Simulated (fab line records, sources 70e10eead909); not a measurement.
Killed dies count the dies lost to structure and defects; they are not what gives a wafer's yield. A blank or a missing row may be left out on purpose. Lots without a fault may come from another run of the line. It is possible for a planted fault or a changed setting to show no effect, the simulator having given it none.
One fault seen from 2 desks :: flow nandHarc :: each desk has only its own numbers; what lay behind them comes last

## METROLOGY DESK
What the gauges read for every lot (on any tool): the sampled wafers with a number, averaged. If a lot's mean is further than 4 standard deviations from the usual mean, the lot is out of limits and carries the mark OUT (the distance appears in the brackets).
Columns: A = thkNm at NHARC_A_ONON_D2_THK_MEAS_14, usual 998 nm; B = thkNm at NHARC_A_ONON_D2_THK_MEAS_18, usual 1003 nm
lot: L354
first seen here: day 12 02:08
A: 988
B: 1007

lot: L356
first seen here: day 12 23:02
A: 984
B: 1001

lot: L357
first seen here: day 13 12:10
A: 997
B: 985

lot: L358
first seen here: day 13 22:55
A: 988
B: 980

lot: L361
first seen here: day 15 17:40
A: 990
B: 726 (-21) OUT

lot: L363
first seen here: day 16 00:10
A: 1002
B: 708 (-23) OUT

lot: L371
first seen here: day 19 04:34
A: 1013
B: 987

lot: L370
first seen here: day 19 04:35
A: 995
B: 999

lot: L372
first seen here: day 19 21:19
A: 997
B: 1014

lot: L374
first seen here: day 20 18:13
A: 994
B: 1003

lot: L375
first seen here: day 21 02:52
A: 1003
B: 1007

lot: L376
first seen here: day 21 13:54
A: 1009
B: 1001

lot: L377
first seen here: day 22 02:37
A: 1011
B: 984
This desk's verdict: out of limits on L361, L363, starting with L361 at day 16 01:39 (thkNm at NHARC_A_ONON_D2_THK_MEAS_18). L354, L356, L357, L358, L371, L370, L372, L374, L375, L376, L377: within limits.

## THE DEFECT DESK
Inspection counts along the route, by lot: the mean over sampled wafers that carry a number. If a lot's mean is further than 4 standard deviations from the usual mean, the lot is out of limits and carries the mark OUT (the distance appears in the brackets).
Columns: A = rawDefectCount at NHARC_A_ONON_D2_INSPECT_32, usual 439
lot: L354
first seen here: day 12 12:31
A: 386

lot: L356
first seen here: day 13 09:36
A: 591

lot: L357
first seen here: day 13 23:46
A: 425

lot: L358
first seen here: day 14 10:49
A: 570

lot: L361
first seen here: day 16 04:29
A: 218

lot: L363
first seen here: day 16 12:30
A: 662

lot: L371
first seen here: day 19 15:06
A: 490

lot: L370
first seen here: day 19 15:07
A: 380

lot: L372
first seen here: day 20 08:15
A: 719

lot: L374
first seen here: day 21 04:25
A: 442

lot: L375
first seen here: day 21 13:25
A: 398

lot: L376
first seen here: day 22 00:41
A: 519

lot: L377
first seen here: day 22 13:52
A: 327
Finding of this desk: none of the 13 lots has anything out of limits.

## PUT TOGETHER
On L361, L363, the metrology desk was in a position to raise an alarm at day 16 01:39.
Nothing out of limits was seen by the defect desk.
The defect desk has L361, L363 on record, within its limits.
The lots listed all ran NHARC_A_ONON_D2_DEP_16 on pecvdOnon-03.

## WHAT THE SIMULATOR HAD INSERTED
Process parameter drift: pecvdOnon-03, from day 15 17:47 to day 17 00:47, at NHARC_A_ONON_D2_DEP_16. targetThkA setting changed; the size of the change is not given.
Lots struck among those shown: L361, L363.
Time in hours between the start of the fault and the first out-of-limits reading at each desk: metrology desk, 8.
